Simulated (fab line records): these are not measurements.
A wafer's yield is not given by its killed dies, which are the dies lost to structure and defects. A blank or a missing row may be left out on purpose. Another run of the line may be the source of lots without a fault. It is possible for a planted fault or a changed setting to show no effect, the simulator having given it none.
Chamber matching    flow nand harc    4 sister chambers for NHARC_A_CHANNEL_FILL_D1_ETCHBACK_20 on rie diel-11
The step etches the open film in C4F8/O2/Ar, target depth 27 nm, time 13.5 s. 8 wafers are shown with their chamber, then 7 later ones without.

WAFERS WITH THEIR CHAMBER
wafer   chamber  rf vpp V (V)  oes product au (a.u.)
L340.1  0        985           1.01
L340.6  1        979           1.00
L343.1  1        977           1.00
L342.3  0        984           0.93
L342.4  3        973           0.93
L344.3  2        982           0.98
L344.4  3        973           1.00
L344.5  2        984           0.99

WAFERS WHOSE CHAMBER IS MISSING
wafer   rf vpp V (V)  oes product au (a.u.)
L352.1  983           0.93
L356.1  982           0.99
L356.3  971           1.00
L356.4  978           1.00
L357.4  977           0.92
L357.5  972           0.93
L357.6  983           0.92

WHICH CHAMBER EACH ONE RAN IN
wafer   from the rows above      in truth
L352.1  can't be placed: 2 or 0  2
L356.1  can't be placed: 2 or 0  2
L356.3  3                        3
L356.4  1                        1
L357.4  can't be placed: 1 or 3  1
L357.5  3                        3
L357.6  can't be placed: 2 or 0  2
Placed correctly: 3 of 7. Not placeable from these rows: 4 (in 4, the candidates include the true chamber). Placed wrongly: 0.
How it was worked out, from the rows above alone: a wafer's distance from a chamber is the root of the sum, over the readings, of the square of ((its reading less the chamber's mean) divided by the reading's scatter). If the next closest chamber is less than 2 further off than the closest, the wafer can't be placed; otherwise it belongs to the closest. A chamber's mean is the mean of its shown wafers. The scatter: the root of (the sum of the squares of (reading less its chamber's mean) over the shown wafers, divided by (wafers less chambers)).
